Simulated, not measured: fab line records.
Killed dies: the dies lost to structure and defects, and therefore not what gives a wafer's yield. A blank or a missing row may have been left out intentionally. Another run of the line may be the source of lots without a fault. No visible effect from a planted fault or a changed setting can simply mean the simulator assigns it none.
fab line records	flow nand-harc
record lots=5	wafers=15	last-day=32
route steps=1302 shown A_STAIRCASE@732 END@1302
lots that met no fault: from a run of the same line without faults
start-h: hours from the record's first day to the start of the lot's first wafer shown	wait-h: hours elapsed since this lot's preceding step	" the same as in the row above	L1.1+2: one row covering several wafers at once	- no value present, or no start provided	* or withheld: withheld	< > ~ a bound
route shown NAME@n: a module of which the file shows steps, and the number in the route of the first	usual: average and standard deviation across the fault-free wafers	same: alike in all rows	chamber/n: place in a boat	sites: the reading at each site	_std_site: standard deviation of those values	_edge_site: inner sites' mean taken away from outer sites' mean	radius-mm: for every site, how far away it sits from the centre of the wafer	mask NAME#n: copy n	behind: the last tool/chamber to shape the wafer	hold: reason for holding the lot/hours on hold/outcome of the hold	device: names the non-switching transistor (n, p or np)	end of line: at the end of the route, the tests of the same wafers	where a step has no rows: the recipe by itself	killed: count of dies lost to structure and defects at first sort (not the wafer's yield)	map: a wafer's dies, x killed, . not, _ none there
set.NAME: the setting that was run; set.NAME@STEP: the one run at that earlier step	model.NAME: the simulator's own value behind a step, which no gauge read
certain route steps with their lots: each step a table, each wafer a row
services: when a tool's chamber went out of use (start-h, in hours from the record's first day, below 0 if earlier), for how many hours, and the reason
## steps
# step NHARC_A_STAIRCASE_HARDBAKE_218
# recipe temp-c=120	time-s=140
# step NHARC_A_STAIRCASE_DESCUM_219
# recipe time-s=3	o2-flow-sccm=200	ar-flow-sccm=0	bias-power-w=0	chemistry=O2
# usual drypump-motor-current-A=5.6/0.48	oes-product-au=1.000/0.0094	rf-vpp-V=57.9/0.83	showerhead-plenum-p-Torr=1.92/0.063	throttle-valve-pct=11.311/0.0079
lot.wafer	tool	chamber	start-h	wait-h	drypump-motor-current-A	oes-product-au	rf-hours-counter-h	rf-vpp-V	showerhead-plenum-p-Torr	throttle-valve-pct
L772.1	rie-diel-03	3	384.53	-	5.9	1.004	27	60.1	2.00	11.319
L772.6	"	3	"	"	5.9	1.005	-	57.8	2.00	11.318
L772.5	"	0	"	"	6.0	0.999	-	57.2	1.80	11.303
L777.2	rie-diel-09	2	429.38	-	5.2	1.007	31	57.2	1.85	11.299
L777.4	"	3	"	"	5.6	1.001	30	58.2	1.96	11.310
L777.6	"	3	"	"	5.6	1.019	-	58.7	1.96	11.313
L787.4	rie-diel-09	0	541.75	-	5.2	1.009	7	57.1	1.87	11.321
L787.6	"	0	"	"	5.2	1.015	-	59.2	1.87	11.308
L787.5	"	1	"	"	6.0	0.981	-	58.6	1.98	11.323
L789.2	rie-diel-10	0	560.51	-	5.4	0.992	48	56.1	1.91	11.325
L789.3	"	1	"	"	6.4	1.004	49	57.1	1.90	11.311
L789.1	"	2	"	"	6.1	1.005	52	58.1	2.02	11.322
L790.2	rie-diel-10	2	563.58	-	6.1	0.982	53	56.9	2.02	11.315
L790.4	"	0	"	"	5.5	1.006	49	57.8	1.91	11.307
L790.5	"	1	"	"	6.4	0.998	-	57.9	1.90	11.300
# step NHARC_A_STAIRCASE_TRIM_220
# recipe time-s=211.2	o2-flow-sccm=500	ar-flow-sccm=0	bias-w=0	chemistry=O2
# step NHARC_A_STAIRCASE_ETCH_221
# recipe target-depth-a=1000	time-s=40.5	ion-energy-ev=400	c4f8-flow-sccm=20	o2-flow-sccm=10	ar-flow-sccm=withheld	rf-w=600	bias-w=1000	chemistry=C4F8/O2
# usual oes-product-au=0.943/0.014	rf-vpp-V=897/3.8	run-length-s=61.9/0.46
lot.wafer	tool	chamber	start-h	wait-h	oes-product-au	rf-hours-counter-h	rf-vpp-V	run-length-s
L772.1	rie-diel-03	2	-	-	0.959	22	901	61.3
L772.6	"	3	"	"	0.945	-	901	62.6
L772.5	"	0	"	"	0.949	-	889	61.8
L777.2	rie-diel-09	1	-	-	0.943	30	900	61.9
L777.4	"	3	"	"	0.955	30	899	62.2
L777.6	"	1	"	"	0.947	-	901	61.6
L787.4	rie-diel-09	2	-	-	0.928	8	892	62.1
L787.5	"	3	"	"	0.949	-	897	61.8
L787.6	"	0	"	"	0.934	-	894	61.4
L789.2	rie-diel-10	3	-	-	0.940	46	895	61.6
L789.3	"	1	"	"	0.957	49	897	62.4
L789.1	"	2	"	"	0.931	52	903	62.1
L790.4	rie-diel-10	1	-	-	0.955	50	896	62.1
L790.2	"	2	"	"	0.935	53	902	62.5
L790.5	"	0	"	"	0.950	-	896	62.1
# step NHARC_A_STAIRCASE_TRIM_222
# recipe time-s=211.2	o2-flow-sccm=500	ar-flow-sccm=0	bias-w=0	chemistry=O2
# step NHARC_A_STAIRCASE_ETCH_223
# recipe target-depth-a=1000	time-s=40.5	ion-energy-ev=400	c4f8-flow-sccm=20	o2-flow-sccm=10	ar-flow-sccm=withheld	rf-w=600	bias-w=1000	chemistry=C4F8/O2
# usual oes-product-au=0.944/0.011	rf-vpp-V=896/4	run-length-s=61.9/0.45
lot.wafer	tool	chamber	start-h	wait-h	oes-product-au	rf-hours-counter-h	rf-vpp-V	run-length-s
L772.1	rie-diel-03	1	-	-	0.948	29	889	62.1
L772.6	"	0	"	"	0.946	-	889	62.2
L772.5	"	1	"	"	0.938	-	891	62.4
L777.4	rie-diel-09	0	-	-	0.971	33	896	61.1
L777.2	"	1	"	"	0.953	30	901	61.6
L777.6	"	3	"	"	0.941	-	897	62.0
L787.4	rie-diel-09	1	-	-	0.922	7	901	61.9
L787.5	"	3	"	"	0.947	-	899	62.0
L787.6	"	0	"	"	0.949	-	894	61.3
L789.1	rie-diel-10	0	-	-	0.943	49	895	61.9
L789.3	"	1	"	"	0.959	49	895	62.4
L789.2	"	2	"	"	0.941	52	902	62.4
L790.2	rie-diel-10	0	-	-	0.940	50	897	62.3
L790.4	"	2	"	"	0.928	53	904	62.0
L790.5	"	1	"	"	0.940	-	894	62.3
# step NHARC_A_STAIRCASE_TRIM_224
# recipe time-s=211.2	o2-flow-sccm=500	ar-flow-sccm=0	bias-w=0	chemistry=O2
# usual drypump-motor-current-A=5.6/0.48	oes-product-au=1.000/0.0098	rf-vpp-V=57.8/0.88	showerhead-plenum-p-Torr=3.54/0.11	throttle-valve-pct=17.036/0.01
lot.wafer	tool	chamber	start-h	wait-h	drypump-motor-current-A	oes-product-au	rf-hours-counter-h	rf-vpp-V	showerhead-plenum-p-Torr	throttle-valve-pct
L772.1	rie-diel-03	1	-	-	5.7	0.990	29	57.7	3.38	17.033
L772.5	"	1	"	"	5.7	0.990	-	55.6	3.38	17.038
L772.6	"	2	"	"	5.4	0.995	-	59.8	3.68	17.024
L777.4	rie-diel-09	0	-	-	5.2	1.027	33	59.3	3.47	17.033
L777.2	"	1	"	"	6.0	1.003	30	59.0	3.66	17.026
L777.6	"	2	"	"	5.2	1.020	-	59.1	3.42	17.042
L787.4	rie-diel-09	0	-	-	5.2	1.011	8	58.6	3.45	17.025
L787.6	"	3	"	"	5.6	1.012	-	57.7	3.59	17.051
L787.5	"	0	"	"	5.2	1.019	-	57.9	3.45	17.033
L789.3	rie-diel-10	3	-	-	4.7	0.992	46	57.7	3.48	17.040
L789.1	"	0	"	"	5.4	1.004	49	57.2	3.52	17.037
L789.2	"	1	"	"	6.5	1.006	49	57.6	3.50	17.028
L790.2	rie-diel-10	3	-	-	4.7	0.998	47	58.1	3.48	17.055
L790.4	"	0	"	"	5.4	0.999	50	57.0	3.52	17.039
L790.5	"	3	"	"	4.7	0.987	-	56.9	3.48	17.039
# step NHARC_A_STAIRCASE_ETCH_225
# recipe target-depth-a=1000	time-s=40.5	ion-energy-ev=400	c4f8-flow-sccm=20	o2-flow-sccm=10	ar-flow-sccm=withheld	rf-w=600	bias-w=1000	chemistry=C4F8/O2
# usual oes-product-au=0.945/0.01	rf-vpp-V=896/4	run-length-s=61.8/0.44
lot.wafer	tool	chamber	start-h	wait-h	oes-product-au	rf-hours-counter-h	rf-vpp-V	run-length-s
L772.1	rie-diel-03	2	-	-	0.942	22	901	61.8
L772.6	"	0	"	"	0.941	-	888	61.4
L772.5	"	1	"	"	0.946	-	889	61.8
L777.4	rie-diel-09	2	-	-	0.947	31	893	61.7
L777.2	"	0	"	"	0.967	33	895	61.4
L777.6	"	3	"	"	0.957	-	899	61.9
L787.4	rie-diel-09	2	-	-	0.947	8	892	61.9
L787.6	"	2	"	"	0.933	-	891	61.6
L787.5	"	3	"	"	0.944	-	897	62.0
L789.1	rie-diel-10	1	-	-	0.951	49	895	62.4
L789.3	"	2	"	"	0.950	52	903	62.2
L789.2	"	0	"	"	0.943	49	896	61.9
L790.2	rie-diel-10	1	-	-	0.944	50	896	62.1
L790.4	"	2	"	"	0.924	53	902	62.0
L790.5	"	3	"	"	0.923	-	894	61.2
# step NHARC_A_STAIRCASE_TRIM_226
# recipe time-s=211.2	o2-flow-sccm=500	ar-flow-sccm=0	bias-w=0	chemistry=O2
# step NHARC_A_STAIRCASE_ETCH_227
# recipe target-depth-a=1000	time-s=40.5	ion-energy-ev=400	c4f8-flow-sccm=20	o2-flow-sccm=10	ar-flow-sccm=withheld	rf-w=600	bias-w=1000	chemistry=C4F8/O2
# step NHARC_A_STAIRCASE_TRIM_229
# recipe time-s=211.2	o2-flow-sccm=500	ar-flow-sccm=0	bias-w=0	chemistry=O2
# step NHARC_A_STAIRCASE_ETCH_230
# recipe target-depth-a=1000	time-s=40.5	ion-energy-ev=400	c4f8-flow-sccm=20	o2-flow-sccm=10	ar-flow-sccm=withheld	rf-w=600	bias-w=1000	chemistry=C4F8/O2
# usual oes-product-au=0.947/0.018	rf-vpp-V=896/4.4	run-length-s=61.9/0.47
lot.wafer	tool	chamber	start-h	wait-h	oes-product-au	rf-hours-counter-h	rf-vpp-V	run-length-s
L772.1	rie-diel-10	2	385.84	-	0.973	41	904	62.2
L772.5	"	2	"	"	0.966	-	902	62.1
L772.6	"	3	"	"	0.963	-	895	61.5
L777.2	rie-diel-09	3	430.69	-	0.963	30	899	62.1
L777.4	"	0	"	"	0.968	33	894	60.9
L777.6	"	0	"	"	0.966	-	893	61.2
L787.4	rie-diel-09	1	543.22	-	0.942	8	900	61.8
L787.6	"	2	"	"	0.937	-	891	63.9
L787.5	"	3	"	"	0.947	-	898	61.8
L789.3	rie-diel-10	1	561.83	-	0.968	49	894	62.5
L789.2	"	2	"	"	0.967	52	903	62.2
L789.1	"	3	"	"	0.965	47	894	61.4
L790.2	rie-diel-03	0	565.85	-	0.977	27	888	61.6
L790.4	"	2	"	"	0.962	27	900	61.0
L790.5	"	0	"	"	0.983	-	889	61.7
# step NHARC_A_STAIRCASE_TRIM_231
# recipe time-s=211.2	o2-flow-sccm=500	ar-flow-sccm=0	bias-w=0	chemistry=O2
# step NHARC_END_SORT_01
# recipe temp-c=25
# usual killed-at-array=57/20	killed-at-other=1.3/1.4	killed-at-periphery=3.4/2.4	killed-dies=61/19	killed-open=2.9/1.8	killed-short=2.5/1.6
# same gross-dies=677
lot.wafer	tool	chamber	start-h	wait-h	killed-at-array	killed-at-other	killed-at-periphery	killed-dies	killed-open	killed-short
L772.1	prober-01	0	589.00	2.5	20	0	10	30	3	2
L772.5	prober-01	0	592.15	3.7	28	0	10	38	5	4
L772.6	prober-01	0	592.94	3.9	20	1	8	29	2	1
L787.4	prober-01	0	764.26	3.4	50	1	8	59	5	5
L787.5	prober-01	0	765.05	3.7	38	1	10	49	2	4
L787.6	prober-01	0	765.83	3.9	28	2	12	42	1	1
L789.1	prober-01	0	770.57	2.5	70	1	3	74	3	5
L789.2	prober-01	0	771.36	2.8	62	2	1	65	4	4
L789.3	prober-01	0	772.14	3.1	64	0	1	65	3	2
L790.2	prober-02	0	771.37	2.8	57	0	3	60	5	3
L790.4	prober-02	0	772.98	3.4	52	2	1	55	7	1
L790.5	prober-02	0	773.79	3.7	53	1	2	56	6	3
# killed by level:class
L772.1 A_CHANNEL_HOLE_D2:chamber-film-flake=8 P_STI:chamber-film-flake=4 P_M1:chamber-film-flake=3 A_CHANNEL_HOLE_D1:chamber-film-flake=3 A_SLIT:chamber-film-flake=2 A_WL_FILL:chamber-film-flake=2 P_GATE:geometric-particle:open=1 P_M0:geometric-particle:open=1
L772.5 A_CHANNEL_HOLE_D2:chamber-film-flake=10 A_CHANNEL_FILL_D2:geometric-particle:short=4 P_STI:chamber-film-flake=4 P_M1:chamber-film-flake=4 A_CHANNEL_HOLE_D1:chamber-film-flake=3 A_CONTACT:chamber-film-flake=3 A_STAIRCASE:chamber-film-flake=2 A_SLIT:chamber-film-flake=2
L772.6 A_CHANNEL_HOLE_D2:chamber-film-flake=7 A_STAIRCASE:chamber-film-flake=4 A_SLIT:chamber-film-flake=3 P_GATE:chamber-film-flake=2 P_M1:chamber-film-flake=2 A_CHANNEL_HOLE_D1:chamber-film-flake=2 A_CONTACT:chamber-film-flake=2 P_M0:geometric-particle:open=1
L787.4 A_CHANNEL_HOLE_D1:chamber-film-flake=29 A_SLIT:chamber-film-flake=8 A_CONTACT:chamber-film-flake=3 A_DECK1_JOINT:geometric-particle:short=2 A_CHANNEL_FILL_D2:geometric-particle:open=2 P_GATE:chamber-film-flake=2 P_M0:chamber-film-flake=2 P_CONTACT:geometric-particle:open=1
L787.5 A_CHANNEL_HOLE_D1:chamber-film-flake=23 A_CONTACT:chamber-film-flake=5 P_STI:chamber-film-flake=3 P_ZERO_WELL:chamber-film-flake=2 P_GATE:chamber-film-flake=2 P_M0:chamber-film-flake=2 A_SLIT:chamber-film-flake=2 A_SOURCE_PLATE:geometric-particle:short=1
L787.6 A_CHANNEL_HOLE_D1:chamber-film-flake=19 P_GATE:chamber-film-flake=6 A_SLIT:chamber-film-flake=4 A_CONTACT:chamber-film-flake=3 P_ZERO_WELL:chamber-film-flake=2 THIN_TSV:chamber-film-flake=2 A_DECK1_JOINT:geometric-particle:short=1 A_M0:geometric-particle:open=1
L789.1 A_SLIT:chamber-film-flake=26 A_CHANNEL_HOLE_D2:chamber-film-flake=19 A_CHANNEL_HOLE_D1:chamber-film-flake=7 A_CONTACT:chamber-film-flake=7 A_DECK1_JOINT:geometric-particle:short=2 A_CHANNEL_FILL_D2:chamber-film-flake=2 P_M0:geometric-particle:short=1 P_M2:geometric-particle:open=1
L789.2 A_SLIT:chamber-film-flake=29 A_CHANNEL_HOLE_D2:chamber-film-flake=11 A_STAIRCASE:chamber-film-flake=4 A_CHANNEL_FILL_D2:chamber-film-flake=3 A_CONTACT:chamber-film-flake=3 A_ONON_D1:geometric-particle:open=2 HYBRID_BOND:chamber-film-flake=2 A_CHANNEL_HOLE_D1:chamber-film-flake=2
L790.2 A_CHANNEL_HOLE_D2:chamber-film-flake=24 A_CHANNEL_HOLE_D1:chamber-film-flake=18 A_SLIT:chamber-film-flake=7 P_GATE:geometric-particle:open=2 P_CONTACT:geometric-particle:open=1 A_ONON_D1:geometric-particle:open=1 A_ONON_D1:geometric-particle:short=1 A_CHANNEL_HOLE_D1:geometric-particle:short=1
L789.3 A_SLIT:chamber-film-flake=21 A_CHANNEL_HOLE_D2:chamber-film-flake=17 A_CHANNEL_HOLE_D1:chamber-film-flake=11 A_CHANNEL_FILL_D2:chamber-film-flake=4 A_CONTACT:chamber-film-flake=3 A_ONON_D1:geometric-particle:short=1 A_CHANNEL_FILL_D2:geometric-particle:open=1 A_WL_FILL:geometric-particle:short=1
L790.4 A_CHANNEL_HOLE_D2:chamber-film-flake=24 A_CHANNEL_HOLE_D1:chamber-film-flake=9 A_SLIT:chamber-film-flake=5 A_CONTACT:chamber-film-flake=4 A_DECK1_JOINT:geometric-particle:open=2 A_CHANNEL_FILL_D2:geometric-particle:open=2 A_STAIRCASE:chamber-film-flake=2 THIN_TSV:chamber-film-flake=2
L790.5 A_CHANNEL_HOLE_D2:chamber-film-flake=27 A_CHANNEL_HOLE_D1:chamber-film-flake=13 A_SLIT:chamber-film-flake=6 P_CONTACT:geometric-particle:open=1 P_M2:geometric-particle:open=1 A_CHANNEL_FILL_D1:geometric-particle:open=1 A_CHANNEL_HOLE_D2:geometric-particle:open=1 A_CHANNEL_HOLE_D2:geometric-particle:short=1
## services
tool	chamber	start-h	hours	kind
rie-diel-09	0	361.61	-	clean
rie-diel-09	1	361.61	-	clean
rie-diel-09	2	361.61	-	clean
rie-diel-09	3	361.61	-	clean
rie-diel-10	1	369.32	8.0	repair
rie-diel-03	2	369.93	12.0	repair
rie-diel-03	3	370.39	2.1	repair
rie-diel-10	0	374.99	-	clean
rie-diel-10	2	374.99	-	clean
rie-diel-10	3	374.99	-	clean
rie-diel-10	1	378.72	2.8	repair
rie-diel-09	-	387.69	0.7	repair
rie-diel-03	-	395.41	1.0	repair
rie-diel-03	1	403.32	2.8	repair
rie-diel-03	3	408.20	4.4	repair
rie-diel-10	-	419.57	9.0	pm
rie-diel-09	0	431.92	13.8	repair
rie-diel-03	-	459.60	9.0	pm
rie-diel-09	-	502.82	9.0	pm
rie-diel-10	1	506.13	3.3	repair
rie-diel-09	-	533.00	1.8	repair
rie-diel-09	0	537.11	4.2	repair
rie-diel-10	3	552.44	4.8	repair
rie-diel-10	1	565.58	7.9	repair
## key
first-sign step=NHARC_A_STAIRCASE_ETCH_230	reading=run-length-s	direction=up	sigmas=4.2	usual=*	struck=*
effect none on later readings
met-at NHARC_A_STAIRCASE_ETCH_230
struck-wafers L787.6
tester-left-out L787
fault kind=process-parameter-drift	tool=rie-diel-09	chamber=2	onset-h=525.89	steps=NHARC_A_STAIRCASE_ETCH_230	channel=time-s	offset=*	shape=step	end-h=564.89	acts-in=*	stated=*
# tester-left-out: of these lots the tester's yield and bins aren't shown, on N5 and GAA mostly nor the transistor test; their killed dies are dies lost to structure and defects alone, not to doping, threshold or leakage, so they don't give the yield
